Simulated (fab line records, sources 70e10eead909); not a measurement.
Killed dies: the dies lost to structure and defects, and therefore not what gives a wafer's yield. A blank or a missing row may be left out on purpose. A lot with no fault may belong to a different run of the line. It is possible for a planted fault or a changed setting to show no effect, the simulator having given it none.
Comparing a struck lot with a sound one / flow nand harc / 14 out of 1159 route steps
Sound: the wafers L949.1, L949.2, L949.6. The struck wafers were L956.3, L956.4, L956.5. The cause is named last.
For every step that has rows: the tool of each side, followed by ch and its chambers, followed by its first start. Under that, the readings that differ: sound wafers / struck wafers / difference of the means / sigmas: that difference in standard deviations of wafers without a fault.
alike: readings whose means differ by less than 2 such deviations, and words and numbers that are the same on both sides. not compared: withheld readings, readings that some wafer has no value for, bounds like >300 that may hide the same value, and numbers for which the record gives no deviation and whose values overlap.
A row with sigmas, a row that says differs or no value, or rows on one side alone: a step with any of these is where the two part. Non-overlapping numbers with no deviation appear without sigmas and do not part them. A reading missing from all wafers of one side parts the sides only when that side holds two or more wafers.

first, 1 step without rows for these wafers: NHARC_A_M1_PRE_CLEAN_30 (time 30 s).
NHARC_A_M1_PVD_20: deposits TaN, target thk 5 nm, time 8.06 s.
  sound on pvd sputter-03; struck on pvd sputter-01
  alike: throttle valve pct
then, 3 steps without rows for these wafers: NHARC_A_M1_PVD_21 (deposits Cu, target thk 30 nm, time 20.49 s); NHARC_A_M1_ECD_22 (material Cu, target thk 400 nm); NHARC_A_M1_ANNEAL_31 (time 90 s).
NHARC_A_M1_CMP_23: polishes, t overpolish 20 s, target thk 154.34 nm.
  sound on cmp-02 ch 0,1,2, day 21 13:52; struck on cmp-04 ch 1,2, day 22 23:28
  alike: motor current A, time to endpoint s
NHARC_A_M1_THK_MEAS_24: measures by xrf.
  sound: film metro-01 at day 21 14:11; struck: film metro-02 at day 22 23:47
reading=thk nm (nm); sound=156.2 155.7 156.6; struck=152.9 153.9 152.2; difference=-3.2; sigmas=-2
next, for these wafers, 1 step has no rows: NHARC_A_M1_SRD_25.
NHARC_A_M1_INSPECT_27:
  sound: defect inspect-02 at day 21 14:20; struck: defect inspect-01 at day 22 23:56
  alike: raw defect count
NHARC_A_M1_PRE_CLEAN_32: time 12 s.
  sound on pecvd-01 ch 0,1, day 21 14:25; struck on pecvd-01 ch 0,1,2, day 23 00:03
  alike: heater power outer w, heater power w
NHARC_A_M1_DEP_33: deposits SiCN, target thk 30 nm.
  sound on pecvd-01 ch 0,1, day 21 14:32; struck on pecvd-01 ch 0,1,2, day 23 00:08
  alike: chamber pressure Torr, heater power outer w, heater power w
NHARC_A_BONDPAD_DEP_00: deposits SiCN, target thk 250 nm.
  sound on pecvd-02 ch 1,2, day 21 15:02; struck on pecvd-02 ch 0,1,2, day 23 00:46
  no value came back on the struck wafers for chamber pressure Torr (Torr), heater power outer w (W), heater power w (W); on the sound wafers chamber pressure Torr (Torr) reads 2.999 3.004 2.995
NHARC_A_BONDPAD_CMP_29: polishes SiCN, target thk 200 nm.
  sound on cmp-01 ch 1,2,3, day 21 15:43; struck on cmp-03 ch 1,2,3, day 23 01:05
  alike: motor current A
next, for these wafers, 1 step has no rows: NHARC_A_BONDPAD_SRD_31.

WHERE THEY PART
Earliest at NHARC_A_M1_THK_MEAS_24; latest, in this record, at NHARC_A_BONDPAD_DEP_00. Later steps at which nothing parts them and some readings are alike: NHARC_A_BONDPAD_CMP_29.

WHY: what had been put in by the simulator
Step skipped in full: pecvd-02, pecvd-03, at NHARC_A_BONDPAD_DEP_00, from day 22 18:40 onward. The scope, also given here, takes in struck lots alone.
